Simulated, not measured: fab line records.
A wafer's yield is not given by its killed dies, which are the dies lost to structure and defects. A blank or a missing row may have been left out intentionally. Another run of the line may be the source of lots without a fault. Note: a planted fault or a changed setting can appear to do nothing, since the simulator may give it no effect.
fab line records	flow n5_finfet
record: lots: 6	wafers: 18	last_day: 19
route steps=1938 shown BEOL_M4@1032
lots with no fault: from the same line, run without faults
start_h: hours from the record's first day to the start of the lot's first wafer shown	wait_h: hours elapsed since this lot's preceding step	" as in the row above	L1.1+2: one row covering several wafers at once	- no value present, or no start provided	* or withheld: withheld	< > ~ a bound
route shown NAME@n: NAME is a module with steps in the file, n the number in the route of the first one	usual: average and standard deviation across the fault-free wafers	same: alike in all rows	chamber/n: place in a boat	sites: each site's reading	_std_site: how widely they spread, as a standard deviation	_edge_site: mean of outer sites minus mean of inner sites	radius_mm: how far each site lies from the wafer's centre	mask NAME#n: copy n	behind: the tool/chamber that last shaped the wafer	hold: cause of the lot's hold/its duration in hours/its outcome	device: transistor that didn't switch, given as n, p or np	end of line: tests run on the same wafers once the route is complete	step lacking rows: just its recipe	killed: dies lost to structure and defects at the first sort, not the wafer's yield	map: shows each die of a wafer: x if killed, . if not, _ if none is there
set.NAME: the setting as run; set.NAME@STEP: as run at that earlier step	model.NAME: the simulator's own value behind a step, which no gauge read
a table for each step, a row for each wafer; lots at some steps of the route
services: when a tool's chamber went out of use (start_h, in hours from the record's first day, below 0 if earlier), for how many hours, and the reason
== steps ==
step: N5_BEOL_M4_PEB_09
recipe: peb_temp_c: 100	peb_time_s: 60	resist: CAR-EUV
step: N5_BEOL_M4_DEVELOP_10
recipe: develop_time_s: 30	developer: TMAH	resist: CAR-EUV	rinse_liquid: surfactant_rinse	dry: air_spin	dev_temp_c: 23
step: N5_BEOL_M4_CD_MEAS_11
recipe: target_cd_nm: 16.79	landing_energy_ev: 500	detector: se_inlens	polarity: opening
usual: cd_nm: 16.72/0.24
lot.wafer	tool	chamber	start_h	wait_h	cd_nm
L391.2	cd_sem-02	0	193.24	-	16.71
L391.3	"	0	"	"	16.63
L391.6	"	0	"	"	16.61
L396.2	cd_sem-02	0	234.71	-	16.49
L396.5	"	0	"	"	16.59
L396.6	"	0	"	"	15.91
L397.1	cd_sem-02	0	241.81	-	16.53
L397.2	"	0	"	"	16.26
L397.5	"	0	"	"	16.64
L406.3	cd_sem-02	0	296.30	-	16.75
L406.4	"	0	"	"	16.42
L406.5	"	0	"	"	16.30
L408.2	cd_sem-01	0	305.28	-	16.53
L408.3	"	0	"	"	16.47
L408.5	"	0	"	"	16.62
L410.1	cd_sem-01	0	312.96	-	17.29
L410.3	"	0	"	"	16.93
L410.4	"	0	"	"	17.29
step: N5_BEOL_M4_OVL_MEAS_12
recipe: points_per_wafer: 522
usual: M4_OVL: -0.2/0.7
lot.wafer	tool	chamber	start_h	wait_h	M4_OVL[nm]
L391.2	overlay-01	0	193.27	0.0	-0.7
L391.3	"	0	"	"	-0.5
L391.6	"	0	"	"	-1.1
L396.2	overlay-02	0	234.74	0.0	-0.2
L396.5	"	0	"	"	-0.3
L396.6	"	0	"	"	-0.5
L397.1	overlay-01	0	241.84	0.0	0.9
L397.2	"	0	"	"	0.2
L397.5	"	0	"	"	0.3
L406.3	overlay-02	0	296.34	0.0	-0.4
L406.4	"	0	"	"	-0.5
L406.5	"	0	"	"	-1.3
L408.2	overlay-02	0	305.31	0.0	0.0
L408.3	"	0	"	"	-1.0
L408.5	"	0	"	"	-0.5
L410.1	overlay-01	0	312.99	0.0	-0.9
L410.3	"	0	"	"	-0.4
L410.4	"	0	"	"	0.3
step: N5_BEOL_M4_INSPECT_13
recipe: mode: adi	inspect_instrument: brightfield
usual: raw_defect_count: 417/100
lot.wafer	tool	chamber	start_h	wait_h	raw_defect_count
L391.2	defect_inspect-02	-	193.33	0.0	400
L391.3	"	-	"	"	316
L391.6	"	-	"	"	425
L396.2	defect_inspect-01	-	234.80	0.0	219
L396.5	"	-	"	"	277
L396.6	"	-	"	"	314
L397.1	defect_inspect-02	-	241.90	0.1	378
L397.2	"	-	"	"	341
L397.5	"	-	"	"	525
L406.3	defect_inspect-02	-	296.38	0.0	316
L406.4	"	-	"	"	362
L406.5	"	-	"	"	389
L408.2	defect_inspect-02	-	305.37	0.0	639
L408.3	"	-	"	"	520
L408.5	"	-	"	"	452
L410.1	defect_inspect-01	-	313.05	0.1	331
L410.3	"	-	"	"	371
L410.4	"	-	"	"	371
step: N5_BEOL_M4_DESCUM_16
recipe: chemistry: O2	time_s: 7	source_power_w: 50	bias_power_w: 20	pressure_mtorr: 20	rf_frequency_hz: 2.712e+07	temp_c: 40	resist: CAR-EUV	o2_flow_sccm: 225
usual: drypump_motor_current_A: 5.8/0.5	oes_product_au: 0.79/0.099	rf_vpp_V: 243.0/1.5	showerhead_plenum_p_Torr: 2.09/0.077	throttle_valve_pct: 20.4/0.34
lot.wafer	tool	chamber	start_h	wait_h	drypump_motor_current_A	oes_product_au	rf_hours_counter_h	rf_vpp_V	showerhead_plenum_p_Torr	throttle_valve_pct
L391.2	rie_diel-03	0	193.46	0.1	5.6	0.68	228	241.9	1.99	20.5
L391.3	"	2	"	"	5.3	0.76	126	242.7	2.02	20.1
L391.6	"	2	"	"	5.3	0.76	-	242.3	2.02	20.1
L396.2	rie_diel-01	3	235.05	0.2	6.0	0.90	53	243.4	2.05	20.1
L396.5	"	3	"	"	5.9	0.90	-	242.8	2.05	20.1
L396.6	"	0	"	"	6.4	0.71	-	245.2	2.15	20.7
L397.1	rie_diel-03	2	242.17	0.3	5.2	0.74	149	242.6	2.01	20.1
L397.2	"	3	"	"	6.5	0.69	229	245.2	2.16	20.6
L397.5	"	1	"	"	5.2	0.92	-	243.0	2.14	20.0
L406.3	rie_diel-03	3	296.42	0.0	6.5	0.67	249	242.1	2.15	20.6
L406.4	"	1	"	"	5.2	0.88	34	243.8	2.14	20.0
L406.5	"	2	"	"	5.3	0.72	-	242.6	2.01	20.2
L408.2	rie_diel-04	1	305.40	0.0	6.4	0.84	57	243.6	2.13	20.1
L408.3	"	2	"	"	5.6	0.69	234	241.4	2.00	20.9
L408.5	"	1	"	"	6.4	0.84	-	242.9	2.13	20.1
L410.1	rie_diel-04	1	313.14	0.1	6.4	0.84	60	244.4	2.12	20.1
L410.3	"	2	"	"	5.6	0.68	237	241.4	2.00	20.9
L410.4	"	3	"	"	5.2	0.90	25	245.1	2.23	20.0
step: N5_BEOL_M4_ETCH_74
recipe: chemistry: N2/H2	target: underlayer	target_depth_a: 65	mask_material: CAR-EUV	time_s: 5.2	ion_energy_ev: 200	pressure_mtorr: 30	source_w: 840	bias_w: 150	n2_flow_sccm: 200	h2_flow_sccm: 200	ends: cleared
step: N5_BEOL_M4_ETCH_63
recipe: chemistry: CF4	target: SiARC	target_depth_a: 156	mask_material: CAR-EUV	time_s: 26	ion_energy_ev: 80	pressure_mtorr: 40	source_w: 545	bias_w: 36	Ar_flow_sccm: 100	cf4_flow_sccm: 100	ends: cleared
usual: drypump_motor_current_A: 5.8/0.5	etch_rf_on_time_s: 26.4/0.44	oes_product_au: 0.67/0.08	rf_vpp_V: 184.0/1.3	showerhead_plenum_p_Torr: 2.13/0.077	throttle_valve_pct: 15.5/0.34
lot.wafer	tool	chamber	start_h	wait_h	drypump_motor_current_A	etch_rf_on_time_s	oes_product_au	rf_hours_counter_h	rf_vpp_V	showerhead_plenum_p_Torr	throttle_valve_pct
L391.2	rie_diel-03	0	193.51	0.0	5.7	26.9	0.58	229	182.6	2.04	15.7
L391.3	"	2	"	"	5.3	26.2	0.66	126	181.5	2.06	15.3
L391.6	"	2	"	"	5.2	26.2	0.66	-	181.9	2.06	15.3
L396.2	rie_diel-01	3	235.10	0.0	5.9	25.4	0.76	53	184.9	2.09	15.2
L396.5	"	3	"	"	6.0	25.4	0.76	-	182.9	2.09	15.2
L396.6	"	0	"	"	6.4	26.1	0.59	-	183.4	2.21	16.0
L397.1	rie_diel-03	2	242.23	0.0	5.3	26.1	0.64	149	183.6	2.06	15.3
L397.2	"	3	"	"	6.5	26.7	0.60	229	183.6	2.19	15.7
L397.5	"	1	"	"	5.2	26.7	0.79	-	185.5	2.18	15.2
L406.3	rie_diel-03	3	296.47	0.0	6.5	26.9	0.58	249	185.6	2.19	15.7
L406.4	"	1	"	"	5.2	26.6	0.75	34	184.3	2.18	15.2
L406.5	"	2	"	"	5.3	26.4	0.62	-	181.9	2.05	15.4
L408.2	rie_diel-04	1	305.45	0.0	6.4	27.0	0.70	57	184.8	2.17	15.3
L408.3	"	2	"	"	5.6	26.4	0.58	234	181.9	2.04	16.0
L408.5	"	1	"	"	6.4	26.8	0.70	-	184.7	2.16	15.3
L410.1	rie_diel-04	1	313.19	0.0	6.4	26.9	0.70	60	185.4	2.16	15.3
L410.3	"	2	"	"	5.6	26.8	0.57	237	181.5	2.04	16.0
L410.4	"	3	"	"	5.2	26.5	0.76	25	187.0	2.26	15.1
step: N5_BEOL_M4_ETCH_64
recipe: chemistry: N2/H2	target: SOC	target_depth_a: 750	overetch_a: 225	mask_material: SiARC	temp_c: 40	time_s: 121.9	ion_energy_ev: 200	pressure_mtorr: 30	source_w: 840	bias_w: 150	n2_flow_sccm: 200	h2_flow_sccm: 200
usual: drypump_motor_current_A: 5.9/0.5	oes_product_au: 0.60/0.069	rf_vpp_V: 523.6/2.9	showerhead_plenum_p_Torr: 2.53/0.1	throttle_valve_pct: 17.8/0.35
lot.wafer	tool	chamber	start_h	wait_h	drypump_motor_current_A	oes_product_au	rf_hours_counter_h	rf_vpp_V	showerhead_plenum_p_Torr	throttle_valve_pct
L391.2	rie_diel-03	0	193.54	0.0	5.7	0.53	229	519.3	2.43	17.9
L391.3	"	2	"	"	5.3	0.59	126	522.1	2.45	17.5
L391.6	"	2	"	"	5.3	0.59	-	522.0	2.45	17.5
L396.2	rie_diel-01	3	235.13	0.0	5.9	0.67	53	522.7	2.46	17.2
L396.5	"	3	"	"	6.0	0.67	-	521.7	2.46	17.2
L396.6	"	0	"	"	6.5	0.54	-	526.3	2.61	18.1
L397.1	rie_diel-03	2	242.25	0.0	5.3	0.57	149	521.3	2.44	17.5
L397.2	"	3	"	"	6.5	0.54	229	525.5	2.62	18.0
L397.5	"	1	"	"	5.2	0.70	-	524.9	2.60	17.4
L406.3	rie_diel-03	3	296.50	0.0	6.5	0.52	249	525.6	2.62	18.0
L406.4	"	1	"	"	5.2	0.68	34	525.1	2.60	17.5
L406.5	"	2	"	"	5.3	0.55	-	519.7	2.43	17.6
L408.2	rie_diel-04	1	305.48	0.0	6.4	0.63	57	525.1	2.59	17.6
L408.3	"	2	"	"	5.6	0.52	234	519.5	2.40	18.1
L408.5	"	1	"	"	6.4	0.64	-	525.5	2.59	17.6
L410.1	rie_diel-04	1	313.22	0.0	6.4	0.63	60	524.6	2.59	17.6
L410.3	"	2	"	"	5.6	0.52	237	519.9	2.40	18.1
L410.4	"	3	"	"	5.2	0.67	25	529.6	2.69	17.3
step: N5_BEOL_M4_STRIP_65
recipe: chemistry: N2/H2	temp_c: 40	n2_flow_sccm: 200	h2_flow_sccm: 200	rf_frequency_hz: 6e+07
step: N5_BEOL_M4_STRIP_75
recipe: chemistry: N2/H2	temp_c: 40	n2_flow_sccm: 200	h2_flow_sccm: 200	rf_frequency_hz: 6e+07
step: N5_BEOL_M4_STRIP_66
recipe: chemistry: CF4	resist: SiARC	power_w: 300	bias_power_w: 75	pressure_mtorr: 50	cf4_flow_sccm: 150	rf_frequency_hz: 6e+07
usual: drypump_motor_current_A: 5.8/0.5	oes_product_au: 0.78/0.089	rf_vpp_V: 271.0/1.8	showerhead_plenum_p_Torr: 1.79/0.062	throttle_valve_pct: 13.5/0.36
lot.wafer	tool	chamber	start_h	wait_h	drypump_motor_current_A	oes_product_au	rf_hours_counter_h	rf_vpp_V	showerhead_plenum_p_Torr	throttle_valve_pct
L391.2	rie_diel-03	0	193.67	0.0	5.6	0.68	229	268.2	1.71	13.7
L391.3	"	2	"	"	5.3	0.76	126	268.3	1.72	13.3
L391.6	"	2	"	"	5.3	0.77	-	271.1	1.72	13.3
L396.2	rie_diel-01	3	235.26	0.0	5.9	0.87	53	270.3	1.75	13.1
L396.5	"	3	"	"	6.0	0.87	-	269.6	1.75	13.1
L396.6	"	0	"	"	6.4	0.70	-	269.5	1.85	13.9
L397.1	rie_diel-03	2	242.39	0.0	5.3	0.74	149	269.5	1.72	13.3
L397.2	"	3	"	"	6.5	0.70	229	270.3	1.85	13.7
L397.5	"	1	"	"	5.2	0.91	-	272.5	1.83	13.1
L406.3	rie_diel-03	3	296.63	0.0	6.5	0.69	249	271.9	1.84	13.7
L406.4	"	1	"	"	5.2	0.88	34	272.5	1.82	13.2
L406.5	"	2	"	"	5.3	0.72	-	268.8	1.71	13.4
L408.2	rie_diel-04	1	305.61	0.0	6.4	0.83	57	272.4	1.80	13.2
L408.3	"	2	"	"	5.6	0.68	234	268.8	1.72	14.0
L408.5	"	1	"	"	6.4	0.83	-	273.0	1.80	13.2
L410.1	rie_diel-04	1	313.35	0.0	6.4	0.83	60	272.9	1.80	13.2
L410.3	"	2	"	"	5.6	0.69	237	268.7	1.72	14.0
L410.4	"	3	"	"	5.2	0.88	25	273.1	1.89	13.1
step: N5_BEOL_M4_HM_OPEN_17
recipe: chemistry: Cl2/BCl3	target_depth_a: 200	overetch_a: 60	target: TiN	mask_material: SOC	ion_energy_ev: 150	pressure_mtorr: 10	icp_w: 1000	bias_w: 126	Cl2_flow_sccm: 53.25	bcl3_flow_sccm: 21.75	Ar_flow_sccm: 25
usual: drypump_motor_current_A: 5.3/0.37	mfc_cl2_sccm: 53.25/0.17	oes_ar_750_au: 0.80/0.1	oes_product_au: 0.69/0.082	throttle_valve_pct: 22.1/0.31
lot.wafer	tool	chamber	start_h	wait_h	drypump_motor_current_A	mfc_cl2_sccm	oes_ar_750_au	oes_product_au	rf_hours_counter_h	throttle_valve_pct	model.SOC_of_BEOL_M4_COAT_61.thk_nm	model.BEOL_M4.cd_offset_nm
L391.2	rie_metal-01	1	193.71	0.0	5.6	53.41	0.60	0.52	125	22.7	52.4	0
L391.3	"	0	"	"	4.8	53.03	0.58	0.51	-	22.6	53	-0.4
L391.6	"	1	"	"	5.6	53.25	0.60	0.52	-	22.7	52.2	-0.4
L396.2	rie_metal-02	0	235.30	0.0	5.9	53.01	0.77	0.68	35	21.7	52.4	-0.2
L396.5	"	1	"	"	5.1	53.14	0.88	0.74	-	22.1	52.2	0.2
L396.6	"	0	"	"	5.9	53.34	0.75	0.69	-	21.6	52.6	-0.6
L397.1	rie_metal-03	0	242.43	0.0	5.0	53.31	0.85	0.72	16	21.9	51.8	-0.2
L397.2	"	1	"	"	5.3	53.25	0.81	0.68	34	22.2	51.8	-0.2
L397.5	"	1	"	"	5.4	53.16	0.81	0.68	-	22.2	51.8	-0.2
L406.3	rie_metal-03	1	296.70	0.1	5.4	53.51	0.79	0.66	-	22.2	48.8	-0.2
L406.4	"	0	"	"	5.0	53.08	0.83	0.71	-	22.0	48.8	0.2
L406.5	"	0	"	"	5.0	53.20	0.83	0.70	-	22.0	51.8	-0.4
L408.2	rie_metal-03	0	305.65	0.0	5.0	53.40	0.82	0.70	24	21.9	48.6	0.4
L408.3	"	1	"	"	5.4	53.37	0.79	0.65	-	22.2	49	-0.4
L408.5	"	1	"	"	5.4	53.41	0.78	0.65	-	22.2	51.8	-0.2
L410.1	rie_metal-02	0	313.39	0.0	5.9	53.29	0.74	0.66	42	21.7	52.4	0.2
L410.3	"	0	"	"	5.9	53.34	0.74	0.65	-	21.7	52.2	-0.4
L410.4	"	1	"	"	5.1	53.31	0.85	0.72	-	22.2	51.8	0
step: N5_BEOL_M4_STRIP_19
recipe: chemistry: O2	power_w: 400	temp_c: 40	pressure_mtorr: 30	rf_frequency_hz: 6e+07	bias_power_w: 0	overash_fraction: 0.2	o2_flow_sccm: 225
usual: drypump_motor_current_A: 5.9/0.46	oes_product_au: 0.80/0.097	rf_vpp_V: 3.6/0.51	showerhead_plenum_p_Torr: 2.10/0.076	throttle_valve_pct: 16.7/0.37
same: overash_fraction: 0.2
lot.wafer	tool	chamber	start_h	wait_h	drypump_motor_current_A	oes_product_au	rf_hours_counter_h	rf_vpp_V	showerhead_plenum_p_Torr	throttle_valve_pct
L391.2	rie_diel-03	0	193.82	0.1	5.6	0.69	229	3.5	2.00	16.8
L391.3	"	3	"	"	6.5	0.71	211	3.3	2.17	16.7
L391.6	"	0	"	"	5.6	0.68	-	3.7	2.00	16.8
L396.2	rie_diel-01	0	235.43	0.1	6.4	0.70	211	2.8	2.15	16.9
L396.5	"	2	"	"	6.5	0.75	-	3.6	2.02	17.2
L396.6	"	1	"	"	5.7	0.88	-	4.5	2.04	16.7
L397.1	rie_diel-04	0	242.56	0.1	6.0	0.73	159	4.6	2.11	17.2
L397.2	"	1	"	"	6.4	0.89	29	3.3	2.14	16.3
L397.5	"	2	"	"	5.6	0.70	-	3.9	2.01	17.1
L406.3	rie_diel-04	0	296.80	0.1	6.0	0.71	181	4.1	2.10	17.2
L406.4	"	3	"	"	5.2	0.91	-	3.2	2.23	16.2
L406.5	"	0	"	"	6.0	0.71	-	2.5	2.10	17.2
L408.2	rie_diel-04	2	305.76	0.1	5.6	0.68	234	3.2	2.00	17.1
L408.3	"	0	"	"	6.0	0.71	186	4.4	2.10	17.2
L408.5	"	0	"	"	6.0	0.71	-	3.7	2.10	17.2
L410.1	rie_diel-03	2	313.56	0.1	5.3	0.72	175	4.0	2.01	16.5
L410.3	"	0	"	"	5.6	0.93	15	3.3	2.25	16.4
L410.4	"	1	"	"	5.2	0.87	-	3.8	2.14	16.3
step: N5_BEOL_M4_RC_MEAS_101
usual: DIBL_N: 35.8/1.7	DIBL_P: 35.3/2	IOFF_N: 0.150/0.026	IOFF_P: 0.194/0.029	ION_N: 667/11	ION_P: 456/7.1	SS_N: 71.4/0.65	SS_P: 73.1/0.64	VT_N: 251/3	VT_P: -252/3.2
lot.wafer	tool	chamber	start_h	wait_h	DIBL_N[mV/V]	DIBL_P[mV/V]	IOFF_N[nA/um]	IOFF_P[nA/um]	ION_N[uA/um]	ION_P[uA/um]	SS_N[mV/dec]	SS_P[mV/dec]	VT_N[mV]	VT_P[mV]
L391.2	prober-02	0	224.13	0.2	36.6	36.3	0.150	0.207	657	454	70.9	72.7	251	-250
L391.3	"	0	"	"	36.6	35.7	0.155	0.195	669	455	71.6	73.1	248	-253
L391.6	"	0	"	"	37.6	37.1	0.176	0.219	673	456	71.3	73.2	247	-250
L396.2	prober-02	0	270.14	0.2	30.0	30.1	0.088	0.135	649	450	70.0	71.1	256	-256
L396.5	"	0	"	"	35.2	37.6	0.169	0.223	689	469	71.3	72.4	245	-250
L396.6	"	0	"	"	35.3	37.3	0.169	0.235	680	470	71.1	73.3	248	-245
L397.1	prober-01	0	272.94	0.0	34.8	33.6	0.120	0.192	652	457	70.5	73.7	255	-247
L397.2	"	0	"	"	35.2	34.7	0.132	0.202	664	460	71.2	73.4	255	-250
L397.5	"	0	"	"	33.9	32.6	0.111	0.176	662	458	71.1	73.0	255	-250
L406.3	prober-01	0	328.23	0.5	39.4	37.0	0.190	0.205	678	460	71.7	73.9	249	-251
L406.4	"	0	"	"	36.6	35.6	0.147	0.191	652	451	70.9	72.9	251	-254
L406.5	"	0	"	"	35.1	33.1	0.126	0.163	663	454	71.0	72.5	253	-252
L408.2	prober-01	0	335.98	0.2	36.6	34.0	0.167	0.213	659	461	72.4	72.8	251	-246
L408.3	"	0	"	"	36.7	35.4	0.170	0.237	670	461	72.0	73.1	248	-247
L408.5	"	0	"	"	36.9	34.7	0.158	0.221	659	455	72.4	73.7	252	-248
L410.1	prober-01	0	344.16	0.0	36.8	37.6	0.154	0.215	668	459	71.5	73.2	251	-251
L410.3	"	0	"	"	36.1	36.8	0.144	0.207	670	464	71.6	73.1	250	-251
L410.4	"	0	"	"	37.6	37.2	0.186	0.212	668	453	72.7	73.5	248	-252
== services ==
tool	chamber	start_h	hours	kind
rie_diel-03	1	182.04	-	clean
rie_diel-03	1	182.04	-	consumable_replace:focus_ring
rie_diel-03	1	182.04	21.0	scheduled_down
rie_diel-03	1	182.04	21.0	vent_cycle
rie_diel-01	2	196.01	16.2	repair
rie_metal-02	-	204.92	0.7	repair
rie_diel-04	3	217.41	-	clean
rie_diel-04	3	217.41	-	consumable_replace:focus_ring
rie_diel-04	3	217.41	-	consumable_replace:showerhead
rie_metal-02	-	224.20	0.5	repair
rie_diel-01	0	236.26	2.0	repair
rie_diel-03	0	237.96	-	clean
rie_diel-03	0	237.96	-	consumable_replace:focus_ring
rie_diel-03	0	237.96	-	consumable_replace:showerhead
rie_diel-03	0	237.96	22.2	scheduled_down
rie_diel-03	0	237.96	22.2	vent_cycle
rie_diel-01	1	242.72	9.3	repair
rie_diel-03	1	252.93	10.3	repair
rie_metal-02	1	279.14	2.2	repair
rie_diel-04	2	296.24	7.2	repair
rie_diel-03	3	303.59	-	clean
rie_diel-03	3	303.59	-	consumable_replace:focus_ring
rie_diel-03	3	303.59	24.1	scheduled_down
rie_diel-03	3	303.59	24.1	vent_cycle
== key ==
first_sign none at tools or gauges
model_effect: step: N5_BEOL_M4_HM_OPEN_17	value: SOC_of_BEOL_M4_COAT_61.thk_nm	without: 52	struck: 48.8
met_at N5_BEOL_M4_HM_OPEN_17
struck_wafers L406.3,L406.4,L408.2,L408.3
onset_between 242.43 296.70
fault: kind: process_parameter_drift	tool: rie_metal-03	chamber: -	onset_h: 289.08	steps: N5_BEOL_M4_HM_OPEN_17	channel: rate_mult	offset: 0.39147	shape: step	end_h: 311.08	scope: struck_wafers_only
